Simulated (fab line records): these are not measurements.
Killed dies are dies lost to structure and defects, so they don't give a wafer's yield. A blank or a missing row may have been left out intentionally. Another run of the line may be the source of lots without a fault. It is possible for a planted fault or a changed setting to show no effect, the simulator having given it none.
fab line records	flow nand-harc
[record] lots = 11	wafers = 33	last-day = 33
route steps=1302 shown P_M0@266 P_M1@292 END@1302
lots untouched by any fault: they come from a run of this same line in which no faults occurred
start-h: hours from the record's first day to the start of the lot's first wafer shown	wait-h: how many hours have passed since the lot's step before this one	" identical to the entry in the row above	L1.1+2: a single row standing in for several wafers	- value missing, or start not given	* or withheld: withheld	< > ~ a bound
route shown NAME@n: NAME is a module with steps in the file, n the number in the route of the first one	usual: mean/standard deviation taken from wafers without a fault	same: alike in all rows	chamber/n: place in a boat	sites: the reading at each site	_std_site: the values' standard deviation	_edge_site: outer sites' mean less inner sites'	radius-mm: for every site, how far away it sits from the centre of the wafer	mask NAME#n: copy n	behind: tool/chamber where the wafer was last shaped	hold: why the lot went on hold/how many hours it stayed there/how the hold came to an end	device: whichever transistor did not switch (one of n, p or np)	end of line: the route-end tests of the same wafers	a step with no rows: only its recipe	killed: count of dies lost to structure and defects at first sort (not the wafer's yield)	map: shows each die of a wafer: x if killed, . if not, _ if none is there
set.NAME: the setting the step ran with; set.NAME@STEP: the setting that earlier step ran with	model.NAME: the simulator's own value behind a step, which no gauge read
a sample of lots followed through the steps of the route, with each step as a table and each wafer as a row
services: a tool's chamber out of use, with start hour (start-h, from the record's first day; less than 0 if before it), hours out, and reason
[[steps]]
[step NHARC_P_M0_DESCUM_14]
[recipe] time-s = 3	o2-flow-sccm = 200	ar-flow-sccm = 0	bias-power-w = 0	chemistry = O2
[usual] drypump-motor-current-A = 5.7/0.34	oes-product-au = 1.007/0.016	rf-vpp-V = 57.8/0.94	showerhead-plenum-p-Torr = 1.93/0.09	throttle-valve-pct = 11.309/0.0097
lot.wafer	tool	chamber	start-h	wait-h	drypump-motor-current-A	oes-product-au	rf-hours-counter-h	rf-vpp-V	showerhead-plenum-p-Torr	throttle-valve-pct
L291.4	rie-diel-10	2	126.74	0.1	5.4	1.006	20	57.1	1.80	11.296
L291.3	"	1	"	"	5.8	1.018	17	56.9	1.95	11.303
L291.6	"	3	"	"	5.9	1.001	-	57.1	2.00	11.289
L290.3	rie-diel-01	1	127.47	0.1	6.1	1.003	31	57.5	1.91	11.309
L290.4	"	2	"	"	5.8	0.977	30	56.0	1.77	11.297
L290.5	"	1	"	"	6.1	1.013	-	57.0	1.91	11.311
L292.2	rie-diel-05	0	141.20	0.1	5.7	0.991	12	56.3	1.95	11.303
L292.1	"	1	"	"	6.0	0.982	14	58.7	1.96	11.322
L292.5	"	2	"	"	6.1	1.031	-	57.4	1.84	11.303
L293.3	rie-diel-05	0	154.78	0.1	5.7	1.006	13	57.6	1.95	11.318
L293.4	"	1	"	"	6.0	0.987	14	59.2	1.96	11.307
L293.2	"	2	"	"	6.1	1.026	14	58.7	1.84	11.319
L295.4	rie-diel-05	2	174.50	0.1	6.1	1.017	17	57.5	1.84	11.298
L295.1	"	3	"	"	5.7	0.995	15	56.8	2.01	11.303
L295.3	"	0	"	"	5.7	0.994	16	57.6	1.95	11.304
L297.2	rie-diel-01	0	196.08	0.1	4.7	1.018	59	58.4	1.93	11.319
L297.3	"	2	"	"	5.9	0.986	51	57.7	1.76	11.306
L297.6	"	0	"	"	4.7	1.018	-	56.2	1.94	11.323
L298.2	rie-diel-10	2	205.91	0.1	5.4	1.005	44	57.2	1.79	11.308
L298.3	"	3	"	"	5.9	0.996	44	58.7	2.00	11.300
L298.5	"	1	"	"	5.7	1.013	-	58.5	1.95	11.320
L299.3	rie-diel-10	2	210.58	0.1	5.4	1.012	46	57.6	1.79	11.311
L299.4	"	3	"	"	6.0	0.988	47	59.2	1.99	11.301
L299.6	"	1	"	"	5.8	1.017	-	57.6	1.95	11.315
L300.3	rie-diel-10	0	219.77	0.1	5.4	1.018	48	57.6	1.76	11.312
L300.2	"	1	"	"	5.7	1.025	49	59.6	1.94	11.295
L300.5	"	0	"	"	5.5	1.016	-	57.4	1.76	11.322
L308.2	rie-diel-01	1	301.82	0.1	6.2	1.017	29	57.2	1.89	11.314
L308.6	"	2	"	"	5.8	0.990	-	58.3	2.07	11.292
L308.5	"	3	"	"	5.7	1.015	-	59.8	2.05	11.316
L312.2	rie-diel-05	3	338.35	0.1	5.7	1.015	14	59.4	2.00	11.320
L312.4	"	0	"	"	5.7	0.993	15	56.6	1.94	11.302
L312.6	"	1	"	"	6.0	1.002	-	57.0	1.95	11.293
[step NHARC_P_M0_PVD_21]
[recipe] target-thk-a = 300	chamber-pressure-pa = 5	power-w = 5000	substrate-temp-c = 30	time-s = 20.49	material = Cu
[usual] cathode-dc-power-W = 5000.0/0.9	throttle-valve-pct = 29.4/1
lot.wafer	tool	chamber	start-h	wait-h	cathode-dc-power-W	throttle-valve-pct
L291.4	pvd-sputter-03	-	-	-	5001.4	31.4
L291.3	"	-	"	"	5000.8	28.6
L291.6	"	-	"	"	5000.6	31.1
L290.3	pvd-sputter-02	-	-	-	4999.6	29.2
L290.4	"	-	"	"	5001.0	27.6
L290.5	"	-	"	"	5000.7	29.5
L292.1	pvd-sputter-02	-	-	-	4999.1	30.4
L292.2	"	-	"	"	5000.5	30.5
L292.5	"	-	"	"	5000.5	29.3
L293.3	pvd-sputter-01	-	-	-	4998.4	29.1
L293.4	"	-	"	"	4997.9	29.4
L293.2	"	-	"	"	5001.6	27.1
L295.3	pvd-sputter-01	-	-	-	5000.5	27.0
L295.4	"	-	"	"	4998.7	29.7
L295.1	"	-	"	"	5000.2	28.8
L297.3	pvd-sputter-01	-	-	-	5000.4	29.6
L297.2	"	-	"	"	4999.5	27.0
L297.6	"	-	"	"	5001.1	29.2
L298.2	pvd-sputter-01	-	-	-	5000.2	29.3
L298.3	"	-	"	"	5000.6	29.6
L298.5	"	-	"	"	5000.6	28.8
L299.3	pvd-sputter-03	-	-	-	4999.4	31.2
L299.4	"	-	"	"	5000.9	29.6
L299.6	"	-	"	"	4999.2	29.3
L300.2	pvd-sputter-02	-	-	-	4999.9	27.6
L300.3	"	-	"	"	4999.3	29.5
L300.5	"	-	"	"	4999.9	30.1
L308.2	pvd-sputter-01	-	-	-	4998.2	29.0
L308.5	"	-	"	"	5000.0	29.6
L308.6	"	-	"	"	5000.2	29.1
L312.4	pvd-sputter-02	-	-	-	4999.8	30.3
L312.2	"	-	"	"	4999.9	30.3
L312.6	"	-	"	"	5000.2	30.4
[step NHARC_P_M1_EXPOSE_06]
[recipe] na = 1.35	target-cd-nm = 130	dose-mj = 81.88	mask-id = P_M1
[usual] exposure-dose-mJ-cm2 = 82.4/0.72
lot.wafer	tool	chamber	start-h	wait-h	mask	exposure-dose-mJ-cm2
L291.3	arfi-scanner-03	0	130.50	-	P_M1#0	81.8
L291.4	"	0	"	"	P_M1#0	81.8
L291.6	"	0	"	"	P_M1#0	81.7
L290.3	arfi-scanner-01	0	131.18	-	P_M1#0	83.3
L290.4	"	0	"	"	P_M1#0	83.3
L290.5	"	0	"	"	P_M1#0	83.2
L292.1	arfi-scanner-01	0	144.99	-	P_M1#0	83.3
L292.2	"	0	"	"	P_M1#0	83.3
L292.5	"	0	"	"	P_M1#0	83.1
L293.2	arfi-scanner-03	0	158.60	-	P_M1#0	81.7
L293.3	"	0	"	"	P_M1#0	81.7
L293.4	"	0	"	"	P_M1#0	81.6
L295.1	arfi-scanner-03	0	178.46	-	P_M1#0	81.8
L295.3	"	0	"	"	P_M1#0	81.7
L295.4	"	0	"	"	P_M1#0	81.7
L297.2	arfi-scanner-02	0	199.82	-	P_M1#0	81.8
L297.3	"	0	"	"	P_M1#0	81.8
L297.6	"	0	"	"	P_M1#0	81.7
L298.2	arfi-scanner-02	0	209.86	-	P_M1#0	81.7
L298.3	"	0	"	"	P_M1#0	81.7
L298.5	"	0	"	"	P_M1#0	81.7
L299.3	arfi-scanner-03	0	214.41	-	P_M1#0	79.4
L299.4	"	0	"	"	P_M1#0	79.3
L299.6	"	0	"	"	P_M1#0	79.3
L300.2	arfi-scanner-01	0	223.68	-	P_M1#0	83.2
L300.3	"	0	"	"	P_M1#0	83.2
L300.5	"	0	"	"	P_M1#0	83.2
L308.2	arfi-scanner-02	0	305.57	-	P_M1#0	83.1
L308.5	"	0	"	"	P_M1#0	83.1
L308.6	"	0	"	"	P_M1#0	83.2
L312.2	arfi-scanner-02	0	342.69	-	P_M1#0	83.2
L312.4	"	0	"	"	P_M1#0	83.3
L312.6	"	0	"	"	P_M1#0	83.3
[step NHARC_P_M1_CD_MEAS_09]
[recipe] target-cd-nm = 130	landing-energy-ev = 500
[usual] cd-nm = 129.8/0.68
lot.wafer	tool	chamber	start-h	wait-h	cd-nm
L291.3	cd-sem-01	0	130.63	-	128.8
L291.4	"	0	"	"	129.6
L291.6	"	0	"	"	129.7
L290.3	cd-sem-01	0	131.31	-	129.6
L290.4	"	0	"	"	129.4
L290.5	"	0	"	"	129.2
L292.1	cd-sem-02	0	145.13	-	129.6
L292.2	"	0	"	"	129.7
L292.5	"	0	"	"	130.0
L293.2	cd-sem-03	0	158.74	-	130.0
L293.3	"	0	"	"	129.5
L293.4	"	0	"	"	129.4
L295.1	cd-sem-03	0	178.60	-	129.4
L295.3	"	0	"	"	128.7
L295.4	"	0	"	"	129.1
L297.2	cd-sem-01	0	199.96	-	130.0
L297.3	"	0	"	"	130.1
L297.6	"	0	"	"	129.6
L298.2	cd-sem-01	0	210.00	-	129.9
L298.3	"	0	"	"	130.3
L298.5	"	0	"	"	130.4
L299.3	cd-sem-02	0	214.55	-	127.2
L299.4	"	0	"	"	126.3
L299.6	"	0	"	"	127.1
L300.2	cd-sem-01	0	223.82	-	130.3
L300.3	"	0	"	"	130.4
L300.5	"	0	"	"	130.3
L308.2	cd-sem-03	0	305.71	-	129.4
L308.5	"	0	"	"	130.7
L308.6	"	0	"	"	130.4
L312.2	cd-sem-02	0	342.83	-	129.7
L312.4	"	0	"	"	130.0
L312.6	"	0	"	"	130.0
[step NHARC_P_M1_ETCH_15]
[recipe] target-depth-a = 1825	time-s = 91.2	c4f8-flow-sccm = withheld	ar-flow-sccm = 400	rf-w = 600	bias-w = 300	chemistry = C4F8/Ar
[usual] oes-product-au = 0.950/0.022	rf-vpp-V = 440.3/3
lot.wafer	tool	chamber	start-h	wait-h	oes-product-au	rf-hours-counter-h	rf-vpp-V
L291.3	rie-diel-04	3	-	-	0.960	7	438.6
L291.4	"	2	"	"	0.959	-	438.6
L291.6	"	3	"	"	0.965	-	437.7
L290.3	rie-diel-04	3	-	-	0.915	7	438.5
L290.4	"	3	"	"	0.924	-	436.9
L290.5	"	2	"	"	0.929	-	438.4
L292.2	rie-diel-11	2	-	-	0.973	4	442.8
L292.1	"	1	"	"	0.957	5	438.1
L292.5	"	3	"	"	0.960	-	445.6
L293.4	rie-diel-04	2	-	-	0.948	11	440.2
L293.3	"	3	"	"	0.937	10	439.0
L293.2	"	1	"	"	0.944	12	445.1
L295.3	rie-diel-11	3	-	-	0.915	6	445.2
L295.4	"	0	"	"	0.912	7	439.0
L295.1	"	1	"	"	0.902	7	437.6
L297.2	rie-diel-11	2	-	-	0.969	8	440.3
L297.3	"	1	"	"	0.948	8	436.5
L297.6	"	2	"	"	0.973	-	441.5
L298.3	rie-diel-11	3	-	-	0.917	8	445.2
L298.2	"	2	"	"	0.925	9	441.6
L298.5	"	0	"	"	0.917	-	437.4
L299.4	rie-diel-11	0	-	-	0.953	10	439.2
L299.3	"	2	"	"	0.989	10	443.6
L299.6	"	1	"	"	0.950	-	437.6
L300.3	rie-diel-04	2	-	-	0.947	2	438.5
L300.2	"	3	"	"	0.963	2	437.0
L300.5	"	1	"	"	0.968	-	443.4
L308.2	rie-diel-11	0	-	-	0.944	5	438.5
L308.6	"	3	"	"	1.001	-	444.2
L308.5	"	0	"	"	0.941	-	438.4
L312.4	rie-diel-11	3	-	-	0.943	6	445.4
L312.2	"	0	"	"	0.917	7	438.1
L312.6	"	1	"	"	0.928	-	437.5
[step NHARC_END_SORT_01]
[recipe] temp-c = 25
[usual] defect-limited-yield = 91/3.2	killed-at-array = 58/22	killed-at-other = 1.0/1.3	killed-at-periphery = 5/3.4	killed-dies = 64/22	killed-open = 3.6/1.8	killed-short = 2.4/1.7
[same] gross-dies = 677
lot.wafer	tool	chamber	start-h	wait-h	defect-limited-yield[%]	killed-at-array	killed-at-other	killed-at-periphery	killed-dies	killed-open	killed-short
L290.3	prober-01	0	571.12	3.1	89	72	0	2	74	6	3
L290.4	prober-01	0	571.91	3.4	90	67	0	1	68	2	1
L290.5	prober-01	0	572.70	3.7	91	59	0	2	61	2	3
L291.3	prober-02	0	575.61	3.1	92	48	0	9	57	3	5
L291.4	prober-02	0	576.40	3.4	91	57	0	5	62	3	4
L291.6	prober-02	0	577.99	4.0	92	49	0	5	54	3	2
L292.1	prober-01	0	581.48	2.5	91	55	0	3	58	4	2
L292.2	prober-01	0	582.27	2.8	92	50	1	0	51	1	1
L292.5	prober-01	0	584.67	3.7	92	55	1	1	57	4	4
L293.2	prober-02	0	594.49	2.8	88	80	3	0	83	3	4
L293.3	prober-02	0	595.28	3.1	85	102	0	1	103	1	1
L293.4	prober-02	0	596.07	3.4	84	101	2	2	105	3	3
L295.1	prober-01	0	630.86	2.5	94	34	4	4	42	8	1
L295.3	prober-01	0	632.47	3.1	95	27	2	8	37	6	2
L295.4	prober-01	0	633.27	3.4	95	34	0	3	37	4	3
L297.2	prober-02	0	635.91	2.8	88	77	0	4	81	4	2
L297.3	prober-02	0	636.72	3.1	88	77	1	2	80	2	1
L297.6	prober-02	0	639.14	4.0	88	80	1	2	83	4	6
L298.2	prober-01	0	647.77	2.8	90	62	0	3	65	5	1
L298.3	prober-01	0	648.58	3.1	92	50	2	2	54	5	4
L298.5	prober-01	0	650.19	3.7	93	45	0	3	48	2	0
L299.3	prober-02	0	648.57	3.1	91	52	4	3	59	2	0
L299.4	prober-02	0	649.36	3.4	92	49	2	5	56	1	2
L299.6	prober-02	0	650.95	4.0	91	60	2	2	64	2	0
L300.2	prober-02	0	658.36	2.8	92	51	1	5	57	4	3
L300.3	prober-02	0	659.16	3.1	93	41	0	5	46	3	0
L300.5	prober-02	0	660.76	3.7	94	39	0	0	39	2	1
L308.2	prober-01	0	750.87	2.8	90	60	4	4	68	4	3
L308.5	prober-01	0	753.28	3.7	90	57	0	8	65	4	2
L308.6	prober-01	0	754.09	4.0	92	47	3	1	51	1	2
L312.2	prober-01	0	779.88	2.8	85	84	2	16	102	7	3
L312.4	prober-01	0	781.50	3.4	87	73	2	14	89	5	4
L312.6	prober-01	0	783.12	4.0	89	60	0	14	74	5	2
// killed by level:class
L290.3 A_CHANNEL_HOLE_D2:chamber-film-flake=38 A_SLIT:chamber-film-flake=17 A_STAIRCASE:chamber-film-flake=3 A_WL_FILL:geometric-particle:open=2 A_CHANNEL_HOLE_D1:chamber-film-flake=2 A_WL_FILL:chamber-film-flake=2 A_SOURCE_PLATE:geometric-particle:short=1 A_CHANNEL_HOLE_D1:geometric-particle:open=1
L290.4 A_CHANNEL_HOLE_D2:chamber-film-flake=41 A_SLIT:chamber-film-flake=17 A_STAIRCASE:chamber-film-flake=3 A_CONTACT:chamber-film-flake=2 A_ONON_D1:geometric-particle:short=1 A_WL_FILL:geometric-particle:open=1 A_CONTACT:geometric-particle:open=1 P_BONDPAD:chamber-film-flake=1
L290.5 A_CHANNEL_HOLE_D2:chamber-film-flake=30 A_SLIT:chamber-film-flake=19 A_STAIRCASE:chamber-film-flake=3 A_ONON_D2:geometric-particle:short=2 P_BONDPAD:chamber-film-flake=2 A_ONON_D1:geometric-particle:short=1 A_CHANNEL_FILL_D2:geometric-particle:open=1 A_SGD_CUT:geometric-particle:open=1
L291.3 A_CHANNEL_HOLE_D1:chamber-film-flake=25 A_CHANNEL_HOLE_D2:chamber-film-flake=5 A_CONTACT:chamber-film-flake=5 P_CONTACT:chamber-film-flake=4 A_DECK1_JOINT:geometric-particle:short=3 A_CHANNEL_FILL_D2:chamber-film-flake=3 P_STI:chamber-film-flake=2 P_BONDPAD:chamber-film-flake=2
L291.4 A_CHANNEL_HOLE_D1:chamber-film-flake=32 A_CHANNEL_HOLE_D2:chamber-film-flake=6 A_CONTACT:chamber-film-flake=5 A_STAIRCASE:chamber-film-flake=4 A_ONON_D2:geometric-particle:open=2 A_CHANNEL_FILL_D2:geometric-particle:short=2 P_STI:chamber-film-flake=2 A_DECK1_JOINT:chamber-film-flake=2
L291.6 A_CHANNEL_HOLE_D1:chamber-film-flake=29 A_CHANNEL_HOLE_D2:chamber-film-flake=6 A_STAIRCASE:chamber-film-flake=4 A_CONTACT:chamber-film-flake=3 P_ZERO_WELL:chamber-film-flake=2 A_DECK1_JOINT:geometric-particle:open=1 A_DECK1_JOINT:geometric-particle:short=1 A_ONON_D2:geometric-particle:open=1
L292.1 A_CHANNEL_HOLE_D1:chamber-film-flake=28 A_CHANNEL_HOLE_D2:chamber-film-flake=9 A_SGD_CUT:chamber-film-flake=4 A_STAIRCASE:chamber-film-flake=3 A_CONTACT:unspecified=3 A_ZERO_WELL:chamber-film-flake=2 P_ZERO_WELL:geometric-particle:short=1 P_GATE:geometric-particle:open=1
L292.2 A_CHANNEL_HOLE_D1:chamber-film-flake=31 A_CHANNEL_HOLE_D2:chamber-film-flake=5 A_CONTACT:chamber-film-flake=5 A_SGD_CUT:chamber-film-flake=3 A_WL_FILL:chamber-film-flake=2 A_DECK1_JOINT:geometric-particle:open=1 A_WL_FILL:geometric-particle:short=1 A_DECK1_JOINT:chamber-film-flake=1
L292.5 A_CHANNEL_HOLE_D1:chamber-film-flake=31 A_CHANNEL_HOLE_D2:chamber-film-flake=6 A_SGD_CUT:chamber-film-flake=4 A_STAIRCASE:chamber-film-flake=3 A_CONTACT:chamber-film-flake=3 A_M0:geometric-particle:short=2 P_CONTACT:geometric-particle:open=1 A_CHANNEL_FILL_D1:geometric-particle:short=1
L293.2 A_SLIT:chamber-film-flake=27 A_CHANNEL_HOLE_D2:chamber-film-flake=25 A_CHANNEL_HOLE_D1:chamber-film-flake=16 A_CONTACT:chamber-film-flake=3 HYBRID_BOND:chamber-film-flake=3 A_ONON_D1:geometric-particle:short=1 A_CHANNEL_FILL_D1:geometric-particle:short=1 A_ONON_D2:geometric-particle:short=1
L293.3 A_CHANNEL_HOLE_D1:chamber-film-flake=34 A_CHANNEL_HOLE_D2:chamber-film-flake=30 A_SLIT:chamber-film-flake=23 A_STAIRCASE:chamber-film-flake=4 A_BLC:chamber-film-flake=3 A_CONTACT:chamber-film-flake=2 A_WL_FILL:chamber-film-flake=2 A_ONON_D1:geometric-particle:open=1
L293.4 A_CHANNEL_HOLE_D1:chamber-film-flake=34 A_CHANNEL_HOLE_D2:chamber-film-flake=28 A_SLIT:chamber-film-flake=22 A_M1:chamber-film-flake=3 A_DECK1_JOINT:chamber-film-flake=2 A_STAIRCASE:chamber-film-flake=2 A_WL_FILL:chamber-film-flake=2 P_GATE:geometric-particle:open=1
L295.1 A_CHANNEL_HOLE_D2:chamber-film-flake=11 A_CONTACT:chamber-film-flake=6 THIN_TSV:chamber-film-flake=4 A_STAIRCASE:chamber-film-flake=4 A_DECK1_JOINT:geometric-particle:open=2 A_CHANNEL_HOLE_D1:chamber-film-flake=2 A_DECK1_JOINT:chamber-film-flake=2 P_STI:geometric-particle:open=1
L295.3 A_CHANNEL_HOLE_D2:chamber-film-flake=13 A_CHANNEL_HOLE_D1:chamber-film-flake=4 A_CONTACT:chamber-film-flake=4 P_STI:chamber-film-flake=3 P_GATE:geometric-particle:open=2 P_ZERO_WELL:chamber-film-flake=2 A_STAIRCASE:chamber-film-flake=2 P_M0:geometric-particle:open=1
L295.4 A_CHANNEL_HOLE_D2:chamber-film-flake=16 A_STAIRCASE:chamber-film-flake=5 A_CONTACT:chamber-film-flake=5 A_CHANNEL_HOLE_D1:chamber-film-flake=2 A_CHANNEL_FILL_D2:geometric-particle:open=1 P_GATE:geometric-particle:short=1 P_CONTACT:geometric-particle:open=1 P_M0:geometric-particle:open=1
L297.2 A_CHANNEL_HOLE_D2:chamber-film-flake=35 A_CHANNEL_HOLE_D1:chamber-film-flake=34 A_CONTACT:chamber-film-flake=5 P_M0:geometric-particle:open=2 P_CONTACT:geometric-particle:open=1 A_ONON_D1:geometric-particle:short=1 A_CHANNEL_FILL_D1:geometric-particle:open=1 A_DECK1_JOINT:geometric-particle:short=1
L297.3 A_CHANNEL_HOLE_D1:chamber-film-flake=37 A_CHANNEL_HOLE_D2:chamber-film-flake=26 A_CHANNEL_FILL_D1:chamber-film-flake=4 A_DECK1_JOINT:chamber-film-flake=4 A_SLIT:chamber-film-flake=2 P_M0:geometric-particle:open=1 A_SGD_CUT:geometric-particle:short=1 A_WL_FILL:geometric-particle:open=1
L297.6 A_CHANNEL_HOLE_D1:chamber-film-flake=37 A_CHANNEL_HOLE_D2:chamber-film-flake=30 A_CONTACT:chamber-film-flake=3 A_CHANNEL_FILL_D2:geometric-particle:short=2 A_CHANNEL_FILL_D1:chamber-film-flake=2 P_M0:geometric-particle:open=1 P_M0:geometric-particle:short=1 A_ONON_D1:geometric-particle:short=1
L298.2 A_SLIT:chamber-film-flake=35 A_CHANNEL_HOLE_D2:chamber-film-flake=14 A_CHANNEL_HOLE_D1:chamber-film-flake=4 A_CONTACT:chamber-film-flake=3 A_WL_FILL:geometric-particle:open=2 P_STI:geometric-particle:open=1 P_M2:geometric-particle:open=1 A_CHANNEL_HOLE_D1:geometric-particle:open=1
L299.3 A_CHANNEL_HOLE_D1:chamber-film-flake=36 A_CHANNEL_HOLE_D2:chamber-film-flake=9 A_CONTACT:chamber-film-flake=4 HYBRID_BOND:chamber-film-flake=3 P_GATE:chamber-film-flake=2 P_CONTACT:geometric-particle:open=1 A_CONTACT:geometric-particle:open=1 A_DECK1_JOINT:chamber-film-flake=1
L298.3 A_SLIT:chamber-film-flake=23 A_CHANNEL_HOLE_D2:chamber-film-flake=12 A_CONTACT:chamber-film-flake=4 A_CHANNEL_FILL_D1:geometric-particle:open=2 A_WL_FILL:geometric-particle:short=2 A_CONTACT:geometric-particle:open=2 A_CHANNEL_HOLE_D1:chamber-film-flake=2 A_SOURCE_PLATE:geometric-particle:short=1
L299.4 A_CHANNEL_HOLE_D1:chamber-film-flake=30 A_CHANNEL_HOLE_D2:chamber-film-flake=10 P_GATE:chamber-film-flake=4 A_STAIRCASE:chamber-film-flake=3 A_CONTACT:chamber-film-flake=2 THIN_TSV:chamber-film-flake=2 A_SOURCE_PLATE:geometric-particle:short=1 A_CHANNEL_FILL_D1:geometric-particle:short=1
L298.5 A_SLIT:chamber-film-flake=26 A_CHANNEL_HOLE_D2:chamber-film-flake=6 A_CHANNEL_HOLE_D1:chamber-film-flake=5 A_CONTACT:chamber-film-flake=4 A_WL_FILL:chamber-film-flake=2 P_CONTACT:geometric-particle:open=1 A_M1:geometric-particle:open=1 P_STI:chamber-film-flake=1
L299.6 A_CHANNEL_HOLE_D1:chamber-film-flake=38 A_CHANNEL_HOLE_D2:chamber-film-flake=14 A_CONTACT:chamber-film-flake=4 THIN_TSV:chamber-film-flake=2 P_GATE:geometric-particle:open=1 A_CHANNEL_FILL_D1:geometric-particle:open=1 P_GATE:chamber-film-flake=1 A_SLIT:chamber-film-flake=1
L300.2 A_SLIT:chamber-film-flake=33 A_CHANNEL_HOLE_D1:chamber-film-flake=4 A_CONTACT:chamber-film-flake=4 A_CHANNEL_HOLE_D2:chamber-film-flake=3 P_STI:chamber-film-flake=2 P_CONTACT:geometric-particle:open=1 P_BONDPAD:geometric-particle:open=1 A_ONON_D1:geometric-particle:short=1
L300.3 A_SLIT:chamber-film-flake=35 P_CONTACT:geometric-particle:open=2 A_CHANNEL_HOLE_D1:chamber-film-flake=2 A_CONTACT:chamber-film-flake=2 P_M0:geometric-particle:open=1 P_GATE:chamber-film-flake=1 P_M0:chamber-film-flake=1 A_CHANNEL_HOLE_D2:chamber-film-flake=1
L300.5 A_SLIT:chamber-film-flake=27 A_CHANNEL_HOLE_D1:chamber-film-flake=5 A_CONTACT:chamber-film-flake=2 A_SOURCE_PLATE:geometric-particle:open=1 A_SGD_CUT:geometric-particle:short=1 A_M0:geometric-particle:open=1 A_CHANNEL_HOLE_D2:chamber-film-flake=1 A_WL_FILL:chamber-film-flake=1
L308.2 A_SLIT:chamber-film-flake=33 A_CHANNEL_HOLE_D1:chamber-film-flake=14 THIN_TSV:chamber-film-flake=3 A_WL_FILL:geometric-particle:open=2 P_CONTACT:chamber-film-flake=2 A_CHANNEL_FILL_D1:chamber-film-flake=2 A_CONTACT:chamber-film-flake=2 P_GATE:geometric-particle:open=1
L308.5 A_SLIT:chamber-film-flake=33 A_CHANNEL_HOLE_D1:chamber-film-flake=10 A_STAIRCASE:chamber-film-flake=3 A_CONTACT:chamber-film-flake=3 P_CONTACT:geometric-particle:open=2 P_ZERO_WELL:chamber-film-flake=2 P_CONTACT:chamber-film-flake=2 A_CHANNEL_FILL_D1:chamber-film-flake=2
L308.6 A_SLIT:chamber-film-flake=22 A_CHANNEL_HOLE_D1:chamber-film-flake=8 A_CONTACT:chamber-film-flake=5 A_STAIRCASE:chamber-film-flake=4 THIN_TSV:chamber-film-flake=3 A_DECK1_JOINT:chamber-film-flake=2 A_CHANNEL_HOLE_D1:geometric-particle:short=1 A_SGD_CUT:geometric-particle:short=1
L312.2 A_SLIT:chamber-film-flake=36 A_CHANNEL_HOLE_D2:chamber-film-flake=34 P_STI:chamber-film-flake=8 P_CONTACT:chamber-film-flake=4 A_CHANNEL_HOLE_D2:geometric-particle:open=2 A_ZERO_WELL:chamber-film-flake=2 A_STAIRCASE:chamber-film-flake=2 A_CONTACT:chamber-film-flake=2
L312.4 A_SLIT:chamber-film-flake=34 A_CHANNEL_HOLE_D2:chamber-film-flake=29 P_STI:chamber-film-flake=4 P_GATE:chamber-film-flake=4 P_CONTACT:chamber-film-flake=3 A_ONON_D1:geometric-particle:open=2 A_CHANNEL_FILL_D1:chamber-film-flake=2 P_STI:geometric-particle:open=1
L312.6 A_SLIT:chamber-film-flake=30 A_CHANNEL_HOLE_D2:chamber-film-flake=17 P_CONTACT:chamber-film-flake=6 P_STI:chamber-film-flake=4 P_GATE:chamber-film-flake=3 A_STAIRCASE:chamber-film-flake=3 A_ONON_D1:geometric-particle:short=2 A_WL_FILL:geometric-particle:open=2
[[services]]
tool	chamber	start-h	hours	kind
pvd-sputter-02	-	117.84	10.0	pm
arfi-scanner-02	-	124.81	0.6	repair
rie-diel-11	-	130.17	10.4	repair
arfi-scanner-02	-	137.59	0.2	repair
arfi-scanner-02	-	140.00	4.0	pm
rie-diel-05	1	147.59	4.8	repair
rie-diel-04	-	177.95	9.0	pm
pvd-sputter-02	-	186.20	3.7	repair
arfi-scanner-03	-	196.00	4.0	pm
rie-diel-11	1	204.80	1.7	repair
rie-diel-04	1	219.43	3.5	repair
rie-diel-05	1	221.90	2.4	repair
rie-diel-10	3	222.64	34.8	repair
pvd-sputter-02	-	225.85	12.0	repair
pvd-sputter-01	-	226.03	10.0	pm
rie-diel-05	-	229.60	9.0	pm
rie-diel-11	2	232.07	3.9	repair
rie-diel-04	2	239.90	5.7	repair
rie-diel-10	-	245.94	9.0	pm
rie-diel-11	-	255.50	9.0	pm
rie-diel-04	-	274.12	0.3	repair
rie-diel-04	2	277.92	17.3	repair
rie-diel-11	3	297.73	8.3	repair
pvd-sputter-01	-	322.53	0.6	repair
[[key]]
[first-sign] step = NHARC_P_M1_EXPOSE_06	reading = exposure-dose-mJ-cm2	direction = down	sigmas = 4.2	usual = 82.4	struck = 79.3
[effect] step = NHARC_P_M1_CD_MEAS_09	reading = cd-nm	direction = down	sigmas = 4.3	usual = 129.8	struck = 126.9
met-at NHARC_P_M1_EXPOSE_06
struck-lots L299
not-acting-at NHARC_P_M0_DESCUM_14,NHARC_P_M0_PVD_21,NHARC_P_M1_ETCH_15
onset-between 178.46 214.41
[fault] kind = process-parameter-drift	tool = arfi-scanner-03	chamber = -	onset-h = 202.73	steps = NHARC_P_M1_EXPOSE_06	channel = dose-mj	offset = -2.4488	shape = step	acts-in = these-recipes-only	stated = 81.88
